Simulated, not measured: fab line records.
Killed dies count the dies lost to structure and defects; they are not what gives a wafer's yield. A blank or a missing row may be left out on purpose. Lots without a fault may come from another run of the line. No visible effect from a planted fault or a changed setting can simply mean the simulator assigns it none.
fab line records	flow n5_finfet
[record] lots = 24	wafers = 72	last_day = 17
route steps=1938 shown FIN_SAQP@100 STI_FIN_REVEAL@204 DUMMY_GATE@235
lots that met no fault: from a run of the same line without faults
start_h: the number of hours between the record's first day and the start of the first shown wafer of the lot	wait_h: hours from the lot's prior step to this one	" identical to the entry in the row above	L1.1+2: one row covering several wafers at once	- no value present, or no start provided	* or withheld: withheld	< > ~ a bound
route shown NAME@n: a module of which the file shows steps, and the number in the route of the first	usual: mean and standard deviation over wafers with no fault	same: alike in all rows	chamber/n: place in a boat	sites: readings site by site	_std_site: the standard deviation of these	_edge_site: inner sites' mean taken away from outer sites' mean	radius_mm: how far each site lies from the wafer's centre	mask NAME#n: copy n	behind: the tool/chamber that last shaped the wafer	hold: why the lot went on hold/how many hours it stayed there/how the hold came to an end	device: whichever transistor did not switch (one of n, p or np)	end of line: the route-end tests of the same wafers	a step without rows: its recipe alone	killed: dies lost to structure and defects at the first sort, not the wafer's yield	map: per-die view of a wafer (x killed, . not killed, _ where there is no die)
set.NAME: setting as actually run; set.NAME@STEP: the setting as run at that earlier step	model.NAME: the simulator's own value behind a step, which no gauge read
the route's steps for a sample of lots (tables are steps, rows are wafers)
services: a tool's chamber out of use, with start hour (start_h, from the record's first day; less than 0 if before it), hours out, and reason
[[steps]]
[step N5_FIN_SAQP_PECVD_06]
[recipe] material = a-Si	target_thk_a = 600	temp_c = 400	precursor = SiH4/He	pressure_torr = 3	rf_w = 100	time_s = 48.1
[usual] heater_power_w = 796/99	showerhead_plenum_p_Torr = 5.68/0.052	showerhead_vpp_V = 627/34	throttle_valve_pct = 18.6/1.2
lot.wafer	tool	chamber	start_h	wait_h	heater_power_w	showerhead_plenum_p_Torr	showerhead_vpp_V	throttle_valve_pct
L074.4	pecvd-03	0	23.17	0.0	773	5.67	626	20.5
L074.5	"	2	"	"	943	5.64	624	17.0
L074.6	"	1	"	"	619	5.72	604	17.2
L075.2	pecvd-04	0	27.85	0.0	758	5.69	618	17.7
L075.3	"	2	"	"	690	5.65	642	18.3
L075.4	"	1	"	"	963	5.61	713	18.9
L076.1	pecvd-03	1	33.95	0.0	655	5.72	594	17.1
L076.3	"	2	"	"	946	5.64	625	17.4
L076.4	"	2	"	"	989	5.64	613	17.5
L077.2	pecvd-03	0	41.24	0.0	714	5.66	632	20.5
L077.4	"	1	"	"	645	5.71	621	17.0
L077.5	"	2	"	"	978	5.63	624	17.4
L078.1	pecvd-03	2	48.73	0.0	975	5.65	621	17.5
L078.2	"	1	"	"	665	5.71	596	16.8
L078.4	"	0	"	"	808	5.64	630	20.3
L079.2	pecvd-04	1	51.28	0.0	922	5.61	722	18.7
L079.3	"	2	"	"	774	5.66	661	17.9
L079.5	"	2	"	"	785	5.65	654	18.3
L080.1	pecvd-04	1	57.32	0.0	1065	5.62	700	18.6
L080.5	"	0	"	"	744	5.67	616	17.8
L080.6	"	2	"	"	818	5.66	651	18.2
L081.2	pecvd-01	1	64.36	0.0	765	5.67	569	18.4
L081.3	"	0	"	"	777	5.80	626	20.1
L081.5	"	2	"	"	771	5.70	638	18.7
L082.1	pecvd-03	0	69.52	0.0	784	5.67	631	20.3
L082.4	"	1	"	"	606	5.73	604	16.9
L082.6	"	2	"	"	851	5.64	629	17.4
L083.1	pecvd-03	1	76.85	0.0	664	5.71	609	17.0
L083.2	"	0	"	"	770	5.63	633	20.4
L083.5	"	0	"	"	768	5.64	639	20.4
L084.1	pecvd-03	1	82.60	0.0	699	5.70	618	16.8
L084.2	"	0	"	"	793	5.66	644	20.6
L084.4	"	2	"	"	950	5.63	629	17.5
L085.2	pecvd-04	1	90.18	0.0	914	5.62	701	18.9
L085.5	"	0	"	"	863	5.69	605	17.7
L085.6	"	2	"	"	801	5.65	643	18.5
L086.1	pecvd-03	0	94.30	0.0	726	5.65	624	20.6
L086.3	"	1	"	"	696	5.71	610	16.9
L086.4	"	2	"	"	877	5.64	615	17.6
L087.3	pecvd-04	1	100.30	0.0	1014	5.60	713	19.0
L087.4	"	1	"	"	1017	5.62	710	18.5
L087.6	"	2	"	"	804	5.64	663	18.6
L088.3	pecvd-01	1	105.56	0.0	729	5.67	585	18.4
L088.5	"	1	"	"	721	5.68	576	18.5
L088.6	"	0	"	"	689	5.79	626	20.5
L089.4	pecvd-01	0	112.82	0.0	782	5.80	621	20.5
L089.5	"	1	"	"	760	5.68	574	18.7
L089.6	"	2	"	"	774	5.69	636	18.6
L090.3	pecvd-01	1	118.53	0.0	832	5.68	577	18.4
L090.5	"	0	"	"	815	5.79	622	20.2
L090.6	"	1	"	"	830	5.67	574	18.7
L091.1	pecvd-04	2	123.19	0.0	785	5.66	658	18.6
L091.4	"	0	"	"	846	5.70	612	18.1
L091.5	"	2	"	"	783	5.66	658	18.3
L092.1	pecvd-01	1	132.06	0.0	853	5.67	576	18.6
L092.3	"	0	"	"	822	5.82	632	20.6
L092.6	"	0	"	"	798	5.80	638	20.4
L093.2	pecvd-01	1	137.42	0.0	793	5.66	582	18.2
L093.4	"	2	"	"	765	5.71	646	18.8
L093.6	"	0	"	"	811	5.82	620	20.5
L094.1	pecvd-01	0	140.97	0.0	716	5.81	625	20.6
L094.2	"	1	"	"	688	5.66	557	18.3
L094.6	"	1	"	"	699	5.66	581	18.5
L095.1	pecvd-01	0	146.74	0.0	706	5.80	629	20.5
L095.5	"	2	"	"	746	5.70	632	18.8
L095.6	"	1	"	"	813	5.67	580	18.2
L096.1	pecvd-01	2	153.35	0.0	767	5.69	646	18.6
L096.2	"	1	"	"	792	5.68	556	18.4
L096.6	"	2	"	"	757	5.70	636	18.5
L097.1	pecvd-03	2	159.26	0.0	1002	5.64	624	17.7
L097.3	"	0	"	"	790	5.65	635	20.5
L097.5	"	2	"	"	1007	5.63	630	17.6
[step N5_FIN_SAQP_CD_MEAS_16]
[recipe] target_cd_nm = 35.6	landing_energy_ev = 500	detector = se_inlens
[usual] cd_nm = 35.7/0.39
lot.wafer	tool	chamber	start_h	wait_h	cd_nm
L074.4	cd_sem-03	0	23.74	-	35.2
L074.5	"	0	"	"	35.4
L074.6	"	0	"	"	35.2
L075.2	cd_sem-01	0	28.44	-	35.1
L075.3	"	0	"	"	35.7
L075.4	"	0	"	"	36.4
L076.1	cd_sem-01	0	34.53	-	35.1
L076.3	"	0	"	"	35.8
L076.4	"	0	"	"	36.0
L077.2	cd_sem-01	0	41.69	-	35.5
L077.4	"	0	"	"	35.6
L077.5	"	0	"	"	35.4
L078.1	cd_sem-03	0	49.30	-	36.4
L078.2	"	0	"	"	35.9
L078.4	"	0	"	"	35.5
L079.2	cd_sem-01	0	51.73	-	35.7
L079.3	"	0	"	"	36.2
L079.5	"	0	"	"	35.7
L080.1	cd_sem-01	0	57.89	-	36.0
L080.5	"	0	"	"	35.3
L080.6	"	0	"	"	35.6
L081.2	cd_sem-03	0	64.94	-	35.5
L081.3	"	0	"	"	35.7
L081.5	"	0	"	"	36.2
L082.1	cd_sem-01	0	69.97	-	35.5
L082.4	"	0	"	"	35.3
L082.6	"	0	"	"	35.4
L083.1	cd_sem-02	0	77.33	-	35.6
L083.2	"	0	"	"	36.3
L083.5	"	0	"	"	35.8
L084.1	cd_sem-03	0	83.17	-	34.8
L084.2	"	0	"	"	35.1
L084.4	"	0	"	"	34.9
L085.2	cd_sem-02	0	91.40	-	35.8
L085.5	"	0	"	"	35.4
L085.6	"	0	"	"	35.4
L086.1	cd_sem-03	0	94.87	-	36.3
L086.3	"	0	"	"	35.7
L086.4	"	0	"	"	35.8
L087.3	cd_sem-01	0	100.75	-	35.5
L087.4	"	0	"	"	35.1
L087.6	"	0	"	"	35.2
L088.3	cd_sem-01	0	106.16	-	36.2
L088.5	"	0	"	"	36.1
L088.6	"	0	"	"	35.1
L089.4	cd_sem-03	0	113.25	-	35.9
L089.5	"	0	"	"	36.2
L089.6	"	0	"	"	35.9
L090.3	cd_sem-03	0	119.11	-	36.0
L090.5	"	0	"	"	36.0
L090.6	"	0	"	"	35.8
L091.1	cd_sem-01	0	123.76	-	35.2
L091.4	"	0	"	"	35.3
L091.5	"	0	"	"	35.8
L092.1	cd_sem-01	0	132.63	-	36.1
L092.3	"	0	"	"	35.8
L092.6	"	0	"	"	35.9
L093.2	cd_sem-03	0	137.99	-	35.4
L093.4	"	0	"	"	35.6
L093.6	"	0	"	"	35.7
L094.1	cd_sem-03	0	141.54	-	35.8
L094.2	"	0	"	"	35.9
L094.6	"	0	"	"	35.3
L095.1	cd_sem-01	0	147.19	-	35.7
L095.5	"	0	"	"	36.1
L095.6	"	0	"	"	35.9
L096.1	cd_sem-02	0	153.92	-	35.6
L096.2	"	0	"	"	35.1
L096.6	"	0	"	"	35.2
L097.1	cd_sem-01	0	159.70	-	35.1
L097.3	"	0	"	"	35.3
L097.5	"	0	"	"	36.0
[step N5_FIN_SAQP_MANDREL1_REMOVE_56]
[recipe] chemistry = HBr/Cl2/O2	bt_time_s = 10	target = a-Si	stop_on = SiNx	endpoint = OES-SiCl	over_etch_frac = 1	icp_w = 600	bias_w = 22	HBr_flow_sccm = 150	Cl2_flow_sccm = 80	O2_flow_sccm = 5	pressure_mtorr = 10
[usual] drypump_motor_current_A = 5.7/0.46	oes_product_au = 0.998/0.017	throttle_valve_pct = 36.6/0.32
lot.wafer	tool	chamber	start_h	wait_h	drypump_motor_current_A	oes_product_au	rf_hours_counter_h	throttle_valve_pct
L074.4	rie_si-02	2	26.02	0.1	5.8	0.984	67	36.5
L074.5	"	1	"	"	5.2	0.998	-	37.2
L074.6	"	2	"	"	5.7	0.981	-	36.5
L075.2	rie_si-02	3	30.48	0.1	5.4	0.996	116	36.1
L075.3	"	2	"	"	5.7	1.005	67	36.5
L075.4	"	1	"	"	5.2	1.000	118	37.2
L076.1	rie_si-02	2	36.74	0.1	5.7	0.987	67	36.5
L076.3	"	1	"	"	5.2	0.999	118	37.2
L076.4	"	3	"	"	5.5	1.004	116	36.1
L077.2	rie_si-04	2	44.02	0.1	5.0	1.029	7	36.5
L077.4	"	0	"	"	5.9	1.003	29	36.5
L077.5	"	0	"	"	5.9	0.996	-	36.5
L078.1	rie_si-02	2	51.33	0.1	5.7	0.995	68	36.4
L078.2	"	0	"	"	5.1	0.998	7	36.7
L078.4	"	3	"	"	5.4	0.999	116	36.1
L079.2	rie_si-04	2	55.43	0.1	5.0	1.004	7	36.5
L079.3	"	0	"	"	5.9	0.999	29	36.6
L079.5	"	0	"	"	6.0	1.007	-	36.6
L080.1	rie_si-04	0	60.26	0.1	6.0	1.015	29	36.5
L080.5	"	1	"	"	6.3	1.013	-	36.8
L080.6	"	2	"	"	5.0	1.015	-	36.5
L081.2	rie_si-04	2	66.93	0.1	5.0	1.019	7	36.5
L081.3	"	3	"	"	6.3	1.022	116	36.4
L081.5	"	1	"	"	6.3	1.004	-	36.8
L082.1	rie_si-02	1	73.70	0.1	5.2	0.994	119	37.2
L082.4	"	2	"	"	5.7	0.981	68	36.5
L082.6	"	0	"	"	5.1	0.985	-	36.7
L083.1	rie_si-04	2	80.24	0.1	4.9	1.015	7	36.5
L083.2	"	3	"	"	6.3	1.001	116	36.3
L083.5	"	0	"	"	5.9	1.000	-	36.6
L084.1	rie_si-04	3	86.32	0.1	6.3	1.017	116	36.4
L084.2	"	2	"	"	4.9	1.021	8	36.5
L084.4	"	0	"	"	5.9	1.010	30	36.5
L085.2	rie_si-02	1	93.77	0.1	5.2	0.991	119	37.2
L085.5	"	2	"	"	5.7	0.989	-	36.4
L085.6	"	3	"	"	5.4	0.997	-	36.1
L086.1	rie_si-02	2	99.28	0.1	5.7	0.977	68	36.5
L086.3	"	0	"	"	5.1	0.997	8	36.7
L086.4	"	1	"	"	5.2	0.991	119	37.2
L087.3	rie_si-03	3	103.10	0.1	5.7	0.958	60	36.9
L087.4	"	2	"	"	6.2	0.958	186	37.0
L087.6	"	0	"	"	5.8	0.993	-	36.4
L088.3	rie_si-04	3	109.13	0.1	6.3	1.017	117	36.4
L088.5	"	0	"	"	5.9	1.009	-	36.6
L088.6	"	1	"	"	6.3	1.008	-	36.8
L089.4	rie_si-02	0	116.34	0.1	5.1	0.992	8	36.7
L089.5	"	0	"	"	5.1	0.995	-	36.7
L089.6	"	3	"	"	5.4	0.991	-	36.0
L090.3	rie_si-03	0	122.02	0.1	5.7	1.009	100	36.4
L090.5	"	2	"	"	6.2	0.964	-	37.0
L090.6	"	1	"	"	5.8	0.989	-	37.0
L091.1	rie_si-02	2	128.38	0.1	5.8	0.983	69	36.5
L091.4	"	3	"	"	5.5	0.984	117	36.1
L091.5	"	3	"	"	5.5	0.996	-	36.1
L092.1	rie_si-03	1	135.52	0.1	5.8	0.984	5	37.0
L092.3	"	0	"	"	5.7	1.016	100	36.4
L092.6	"	1	"	"	5.8	0.975	-	37.0
L093.2	rie_si-03	2	140.02	0.1	6.2	0.968	187	37.0
L093.4	"	1	"	"	5.8	0.982	5	37.0
L093.6	"	0	"	"	5.8	1.014	-	36.4
L094.1	rie_si-03	0	143.57	0.1	5.7	1.006	100	36.4
L094.2	"	1	"	"	5.8	0.988	5	37.0
L094.6	"	2	"	"	6.2	0.973	-	37.0
L095.1	rie_si-04	3	149.78	0.1	6.3	1.015	117	36.4
L095.5	"	3	"	"	6.3	1.016	-	36.4
L095.6	"	0	"	"	5.9	1.012	-	36.5
L096.1	rie_si-04	0	156.02	0.1	5.9	0.998	31	36.5
L096.2	"	3	"	"	6.3	1.015	117	36.4
L096.6	"	2	"	"	5.0	1.007	-	36.5
L097.1	rie_si-04	1	161.92	0.1	6.3	1.014	38	36.7
L097.3	"	2	"	"	5.0	1.022	9	36.5
L097.5	"	3	"	"	6.3	1.016	-	36.3
[step N5_STI_FIN_REVEAL_OXIDATION_33]
[recipe] chemistry = O2_PLASMA_REMOTE	temp_c = 150	time_s = 20	pressure_mtorr = 1000	source_power_w = 2000	o2_flow_sccm = 3000
[usual] drypump_motor_current_A = 5.6/0.51	heater_power_w = 132/4.2
lot.wafer	tool	chamber	start_h	wait_h	drypump_motor_current_A	heater_power_w	rf_hours_counter_h
L074.4	plasma_asher-02	0	41.53	0.0	6.4	129	-
L074.5	"	0	"	"	6.3	129	-
L074.6	"	1	"	"	5.5	129	-
L075.2	plasma_asher-02	1	44.03	0.0	5.5	130	81
L075.3	"	1	"	"	5.5	130	-
L075.4	"	0	"	"	6.4	129	-
L076.1	plasma_asher-01	0	49.73	0.0	4.9	136	33
L076.3	"	1	"	"	5.6	133	-
L076.4	"	0	"	"	5.0	135	-
L077.2	plasma_asher-01	0	57.36	0.0	5.0	138	35
L077.4	"	1	"	"	5.6	137	-
L077.5	"	0	"	"	5.0	139	-
L078.1	plasma_asher-02	0	64.01	0.0	6.4	135	85
L078.2	"	1	"	"	5.5	126	85
L078.4	"	1	"	"	5.5	123	-
L079.2	plasma_asher-02	1	67.98	0.0	5.5	128	86
L079.3	"	0	"	"	6.4	131	-
L079.5	"	0	"	"	6.4	134	-
L080.1	plasma_asher-01	0	73.75	0.0	4.9	139	38
L080.5	"	0	"	"	5.0	136	-
L080.6	"	1	"	"	5.5	131	-
L081.2	plasma_asher-02	0	79.61	0.0	6.4	130	87
L081.3	"	0	"	"	6.4	131	-
L081.5	"	1	"	"	5.5	131	-
L082.1	plasma_asher-02	1	85.89	0.0	5.5	130	88
L082.4	"	0	"	"	6.4	132	-
L082.6	"	0	"	"	6.4	128	-
L083.1	plasma_asher-02	1	94.65	0.0	5.5	129	90
L083.2	"	0	"	"	6.4	131	90
L083.5	"	1	"	"	5.4	127	-
L084.1	plasma_asher-01	0	100.49	0.0	5.0	139	44
L084.2	"	1	"	"	5.6	132	44
L084.4	"	0	"	"	5.0	136	-
L085.2	plasma_asher-01	0	108.09	0.0	5.0	137	45
L085.5	"	1	"	"	5.6	135	-
L085.6	"	0	"	"	5.0	140	-
L086.1	plasma_asher-01	0	111.84	0.0	5.0	138	46
L086.3	"	0	"	"	5.0	138	-
L086.4	"	1	"	"	5.6	135	-
L087.3	plasma_asher-02	0	116.05	0.0	6.4	130	-
L087.4	"	1	"	"	5.4	131	-
L087.6	"	0	"	"	6.4	132	-
L088.3	plasma_asher-01	1	123.96	0.0	5.6	135	-
L088.5	"	1	"	"	5.6	134	-
L088.6	"	0	"	"	5.0	134	-
L089.4	plasma_asher-02	1	129.07	0.0	5.4	126	-
L089.5	"	1	"	"	5.5	129	-
L089.6	"	0	"	"	6.4	133	-
L090.3	plasma_asher-01	0	136.46	0.0	5.0	139	-
L090.5	"	1	"	"	5.6	135	-
L090.6	"	0	"	"	5.0	140	-
L091.1	plasma_asher-01	0	142.44	0.0	5.0	140	52
L091.4	"	0	"	"	5.0	136	-
L091.5	"	0	"	"	5.0	137	-
L092.1	plasma_asher-02	0	148.23	0.0	6.4	132	100
L092.3	"	0	"	"	6.4	133	-
L092.6	"	0	"	"	6.3	128	-
L093.2	plasma_asher-02	0	152.62	0.0	6.4	128	102
L093.4	"	0	"	"	6.4	133	-
L093.6	"	0	"	"	6.4	129	-
L094.1	plasma_asher-02	0	157.76	0.0	6.4	130	104
L094.2	"	1	"	"	5.5	131	104
L094.6	"	0	"	"	6.4	133	-
L095.1	plasma_asher-01	1	162.78	0.0	5.6	133	56
L095.5	"	0	"	"	5.0	141	-
L095.6	"	1	"	"	5.5	132	-
L096.1	plasma_asher-01	0	168.26	0.0	5.0	139	57
L096.2	"	1	"	"	5.6	132	57
L096.6	"	1	"	"	5.6	131	-
L097.1	plasma_asher-02	0	174.44	0.0	6.4	133	107
L097.3	"	0	"	"	6.4	132	-
L097.5	"	0	"	"	6.4	133	-
[step N5_DUMMY_GATE_ETCH_29]
[recipe] chemistry = N2/H2	target = underlayer	target_depth_a = 130	ion_energy_ev = 200	pressure_mtorr = 30	source_w = 840	bias_w = 150	n2_flow_sccm = 200	h2_flow_sccm = 200
[usual] drypump_motor_current_A = 5.6/0.53	n2_flow_sccm = 200.0/0.62	oes_product_au = 0.76/0.077	rf_vpp_V = 523.2/2.7	showerhead_plenum_p_Torr = 2.51/0.087	throttle_valve_pct = 17.8/0.32
lot.wafer	tool	chamber	start_h	wait_h	drypump_motor_current_A	n2_flow_sccm	oes_product_au	rf_hours_counter_h	rf_vpp_V	showerhead_plenum_p_Torr	throttle_valve_pct
L074.4	rie_diel-04	0	51.71	0.0	5.1	200.0	0.75	170	522.2	2.43	17.7
L074.5	"	2	"	"	6.3	199.8	0.74	-	524.3	2.54	18.2
L074.6	"	3	"	"	6.1	200.3	0.82	-	522.5	2.46	17.8
L075.2	rie_diel-03	2	54.12	0.0	6.6	199.1	0.80	116	527.1	2.64	17.6
L075.3	"	0	"	"	5.7	200.5	0.72	203	523.6	2.51	18.0
L075.4	"	3	"	"	5.4	201.0	0.71	218	522.5	2.51	18.2
L076.1	rie_diel-04	2	59.54	0.0	6.3	199.7	0.74	182	522.9	2.53	18.2
L076.3	"	0	"	"	5.1	199.7	0.75	173	519.9	2.42	17.7
L076.4	"	1	"	"	5.0	200.7	0.75	132	521.7	2.44	17.8
L077.2	rie_diel-04	3	66.43	0.0	6.1	199.7	0.81	91	522.2	2.46	17.8
L077.4	"	0	"	"	5.1	199.9	0.74	174	520.9	2.42	17.7
L077.5	"	3	"	"	6.1	200.8	0.81	-	522.6	2.46	17.8
L078.1	rie_diel-04	3	74.91	0.0	6.1	200.4	0.80	94	521.7	2.46	17.8
L078.2	"	1	"	"	5.0	199.3	0.75	136	519.9	2.44	17.8
L078.4	"	2	"	"	6.3	199.7	0.74	185	522.5	2.53	18.2
L079.2	rie_diel-05	1	76.96	0.0	5.8	200.6	0.69	204	519.9	2.43	18.0
L079.3	"	2	"	"	5.7	199.5	0.69	207	527.0	2.61	17.4
L079.5	"	3	"	"	5.0	200.0	0.71	-	524.7	2.51	17.6
L080.1	rie_diel-04	0	83.72	0.0	5.1	199.4	0.74	179	519.9	2.42	17.7
L080.5	"	3	"	"	6.0	201.4	0.81	-	521.6	2.46	17.8
L080.6	"	2	"	"	6.3	200.4	0.73	-	524.0	2.53	18.2
L081.2	rie_diel-04	1	88.75	0.0	5.0	199.3	0.75	140	520.2	2.43	17.8
L081.3	"	0	"	"	5.1	200.2	0.75	180	519.4	2.42	17.7
L081.5	"	3	"	"	6.1	199.4	0.80	-	522.1	2.46	17.8
L082.1	rie_diel-05	1	95.61	0.0	5.8	199.5	0.70	211	519.7	2.43	18.0
L082.4	"	3	"	"	5.0	201.1	0.71	223	523.7	2.50	17.6
L082.6	"	3	"	"	5.0	201.2	0.71	-	522.9	2.50	17.6
L083.1	rie_diel-03	1	105.84	0.0	4.9	200.0	0.90	18	528.4	2.71	18.2
L083.2	"	0	"	"	5.7	199.1	0.71	218	523.1	2.50	18.1
L083.5	"	0	"	"	5.6	199.3	0.72	-	524.4	2.50	18.1
L084.1	rie_diel-04	1	111.66	0.0	5.0	200.4	0.74	147	520.2	2.43	17.9
L084.2	"	3	"	"	6.1	199.8	0.80	104	521.3	2.45	17.8
L084.4	"	0	"	"	5.1	199.6	0.73	187	519.6	2.42	17.8
L085.2	rie_diel-05	3	117.43	0.0	5.0	199.6	0.70	230	522.8	2.50	17.6
L085.5	"	0	"	"	5.5	199.9	0.93	-	526.1	2.58	17.1
L085.6	"	1	"	"	5.8	200.3	0.68	-	518.3	2.43	18.0
L086.1	rie_diel-05	1	125.11	0.0	5.8	199.6	0.69	219	519.5	2.43	18.1
L086.3	"	0	"	"	5.5	198.8	0.92	24	525.4	2.58	17.1
L086.4	"	3	"	"	5.0	200.0	0.70	-	522.5	2.50	17.6
L087.3	rie_diel-04	3	126.93	0.0	6.1	200.1	0.78	109	522.1	2.45	17.8
L087.4	"	2	"	"	6.3	200.8	0.72	201	522.5	2.53	18.3
L087.6	"	3	"	"	6.0	200.3	0.78	-	520.2	2.45	17.8
L088.3	rie_diel-04	1	133.80	0.0	5.0	200.9	0.74	154	521.3	2.43	17.9
L088.5	"	0	"	"	5.1	200.6	0.73	-	520.7	2.42	17.8
L088.6	"	1	"	"	5.0	200.2	0.74	-	521.7	2.43	17.9
L089.4	rie_diel-05	2	141.56	0.0	5.7	200.6	0.68	225	526.2	2.61	17.4
L089.5	"	3	"	"	5.0	199.9	0.70	-	522.2	2.50	17.6
L089.6	"	0	"	"	5.5	199.6	0.91	-	524.1	2.58	17.2
L090.3	rie_diel-03	3	145.52	0.0	5.4	200.0	0.70	246	522.4	2.50	18.3
L090.5	"	1	"	"	4.9	200.1	0.88	-	528.8	2.70	18.2
L090.6	"	2	"	"	6.6	200.1	0.78	-	527.5	2.63	17.6
L091.1	rie_diel-04	0	152.31	0.0	5.1	199.1	0.72	199	519.2	2.41	17.8
L091.4	"	2	"	"	6.3	200.9	0.72	210	524.3	2.52	18.3
L091.5	"	2	"	"	6.3	199.7	0.71	-	522.4	2.52	18.3
L092.1	rie_diel-03	3	157.76	0.0	5.4	199.2	0.70	249	521.4	2.50	18.3
L092.3	"	1	"	"	4.9	200.0	0.88	36	527.7	2.70	18.2
L092.6	"	0	"	"	5.7	199.9	0.70	-	523.0	2.49	18.1
L093.2	rie_diel-03	2	165.71	0.0	6.6	198.9	0.77	149	526.9	2.63	17.7
L093.4	"	1	"	"	4.9	199.6	0.86	-	526.9	2.70	18.2
L093.6	"	0	"	"	5.7	199.6	0.69	-	523.3	2.49	18.1
L094.1	rie_diel-05	2	166.84	0.0	5.7	200.0	0.68	233	527.6	2.60	17.5
L094.2	"	0	"	"	5.5	199.9	0.90	39	526.6	2.57	17.2
L094.6	"	3	"	"	5.0	199.4	0.69	-	523.9	2.49	17.6
L095.1	rie_diel-03	0	173.27	0.0	5.7	200.7	0.70	242	522.9	2.49	18.1
L095.5	"	0	"	"	5.6	199.5	0.69	-	523.0	2.49	18.1
L095.6	"	1	"	"	4.9	199.9	0.86	-	528.2	2.70	18.2
L096.1	rie_diel-04	3	177.96	0.0	6.1	200.3	0.78	126	521.8	2.45	17.8
L096.2	"	0	"	"	5.1	200.7	0.72	208	518.7	2.41	17.8
L096.6	"	2	"	"	6.3	199.6	0.71	-	523.5	2.52	18.3
L097.1	rie_diel-05	1	184.64	0.0	5.8	200.0	0.67	240	519.3	2.42	18.1
L097.3	"	2	"	"	5.7	198.9	0.67	239	526.4	2.60	17.5
L097.5	"	0	"	"	5.5	200.0	0.88	-	524.2	2.57	17.2
[step N5_DUMMY_GATE_ETCH_23]
[recipe] chemistry = HBr/Cl2/O2	HBr_flow_sccm = 150	Cl2_flow_sccm = 80	O2_flow_sccm = 12	bias_w = 102	target_depth_a = 410	time_s = 22.3	target = poly-Si	mask_material = SiO2	pressure_mtorr = 10	icp_w = 800
[usual] drypump_motor_current_A = 5.9/0.43	oes_product_au = 0.996/0.018	throttle_valve_pct = 37.2/0.37
lot.wafer	tool	chamber	start_h	wait_h	drypump_motor_current_A	oes_product_au	rf_hours_counter_h	throttle_valve_pct
L074.4	rie_si-06	0	52.34	0.0	6.1	1.022	75	36.7
L074.5	"	0	"	"	6.1	1.014	-	36.7
L074.6	"	1	"	"	6.1	1.010	-	37.5
L075.2	rie_si-06	2	55.04	0.0	5.6	0.994	195	37.3
L075.3	"	1	"	"	6.1	1.002	16	37.5
L075.4	"	3	"	"	5.3	0.992	4	37.1
L076.1	rie_si-01	2	60.17	0.0	5.5	0.979	55	36.6
L076.3	"	1	"	"	5.2	0.983	180	37.4
L076.4	"	0	"	"	6.8	0.992	130	37.3
L077.2	rie_si-01	2	67.07	0.0	5.5	0.984	55	36.6
L077.4	"	1	"	"	5.2	1.003	180	37.4
L077.5	"	1	"	"	5.2	1.000	-	37.4
L078.1	rie_si-05	0	75.55	0.0	5.8	1.019	22	37.0
L078.2	"	2	"	"	6.4	1.015	168	37.9
L078.4	"	1	"	"	5.8	1.039	8	36.6
L079.2	rie_si-05	2	77.60	0.0	6.4	0.998	168	37.9
L079.3	"	1	"	"	5.8	1.027	8	36.6
L079.5	"	2	"	"	6.4	0.985	-	37.9
L080.1	rie_si-05	0	84.36	0.0	5.9	0.990	22	37.0
L080.5	"	2	"	"	6.4	0.997	-	37.9
L080.6	"	3	"	"	5.7	0.963	-	37.0
L081.2	rie_si-05	2	89.39	0.0	6.4	0.995	169	37.9
L081.3	"	1	"	"	5.9	1.034	8	36.6
L081.5	"	2	"	"	6.4	0.997	-	37.9
L082.1	rie_si-05	1	96.36	0.0	5.8	1.035	8	36.6
L082.4	"	2	"	"	6.5	1.001	169	37.9
L082.6	"	1	"	"	5.9	1.020	-	36.6
L083.1	rie_si-05	2	106.85	0.0	6.4	1.002	169	37.9
L083.2	"	0	"	"	5.9	1.012	23	37.0
L083.5	"	3	"	"	5.7	0.968	-	37.0
L084.1	rie_si-01	0	112.47	0.0	6.7	1.001	131	37.3
L084.2	"	1	"	"	5.2	1.003	181	37.4
L084.4	"	3	"	"	5.7	0.964	161	37.6
L085.2	rie_si-06	0	118.06	0.0	6.1	1.007	76	36.8
L085.5	"	0	"	"	6.1	1.014	-	36.7
L085.6	"	1	"	"	6.1	1.003	-	37.5
L086.1	rie_si-01	3	125.75	0.0	5.7	0.962	161	37.6
L086.3	"	0	"	"	6.7	1.007	131	37.3
L086.4	"	1	"	"	5.2	1.003	181	37.4
L087.3	rie_si-01	3	127.76	0.0	5.7	0.967	161	37.6
L087.4	"	1	"	"	5.2	0.999	181	37.4
L087.6	"	1	"	"	5.2	1.008	-	37.4
L088.3	rie_si-06	3	134.46	0.0	5.3	0.999	5	37.1
L088.5	"	3	"	"	5.3	0.999	-	37.1
L088.6	"	0	"	"	6.1	1.010	-	36.7
L089.4	rie_si-05	0	142.48	0.0	5.8	0.995	-	37.0
L089.5	"	3	"	"	5.7	0.975	-	37.0
L089.6	"	1	"	"	5.8	1.041	-	36.6
L090.3	rie_si-06	1	146.16	0.0	6.1	0.993	18	37.5
L090.5	"	2	"	"	5.6	0.971	-	37.1
L090.6	"	1	"	"	6.1	0.989	-	37.5
L091.1	rie_si-06	2	153.22	0.0	5.6	0.969	0	37.1
L091.4	"	1	"	"	6.1	0.997	18	37.5
L091.5	"	3	"	"	5.3	0.985	-	37.1
L092.1	rie_si-01	0	158.39	0.0	6.8	1.008	132	37.3
L092.3	"	2	"	"	5.5	0.990	57	36.6
L092.6	"	1	"	"	5.2	1.013	-	37.4
L093.2	rie_si-01	1	166.35	0.0	5.2	1.003	182	37.4
L093.4	"	2	"	"	5.5	0.986	57	36.6
L093.6	"	2	"	"	5.5	0.980	-	36.7
L094.1	rie_si-06	2	167.48	0.0	5.6	0.974	1	37.1
L094.2	"	3	"	"	5.3	0.988	6	37.1
L094.6	"	0	"	"	6.1	1.010	-	36.7
L095.1	rie_si-06	0	173.91	0.0	6.1	1.010	77	36.7
L095.5	"	0	"	"	6.1	1.005	-	36.7
L095.6	"	3	"	"	5.3	0.994	-	37.1
L096.1	rie_si-01	3	178.89	0.0	5.7	0.962	162	37.6
L096.2	"	0	"	"	6.7	1.006	132	37.3
L096.6	"	0	"	"	6.7	1.007	-	37.3
L097.1	rie_si-06	2	185.28	0.0	5.6	0.972	1	37.2
L097.3	"	0	"	"	6.1	1.009	77	36.7
L097.5	"	3	"	"	5.3	0.997	-	37.1
[[services]]
tool	chamber	start_h	hours	kind
rie_diel-04	1	0.04	2.6	repair
rie_si-02	-	17.35	0.1	repair
rie_diel-04	3	27.16	7.9	repair
rie_si-02	-	32.88	2.8	pm
plasma_asher-01	-	36.01	2.2	repair
pecvd-01	-	51.89	6.0	pm
rie_diel-04	1	53.11	2.4	repair
pecvd-03	-	57.00	6.0	pm
pecvd-03	-	63.00	2.8	pm
rie_si-01	3	63.25	2.8	repair
rie_si-01	1	72.85	15.0	repair
pecvd-01	-	73.06	0.9	repair
rie_si-04	1	99.50	3.5	repair
pecvd-04	-	109.34	1.7	repair
rie_si-02	-	109.96	0.3	repair
rie_si-06	3	118.00	4.1	repair
pecvd-01	-	123.82	1.4	repair
plasma_asher-02	-	134.73	1.1	repair
rie_si-05	2	142.00	35.5	repair
rie_si-01	1	145.51	2.4	repair
rie_si-06	3	146.01	1.5	repair
rie_si-05	-	149.31	2.8	pm
rie_si-04	1	172.44	14.3	repair
rie_diel-04	1	183.48	4.8	repair
[[key]]
fault none
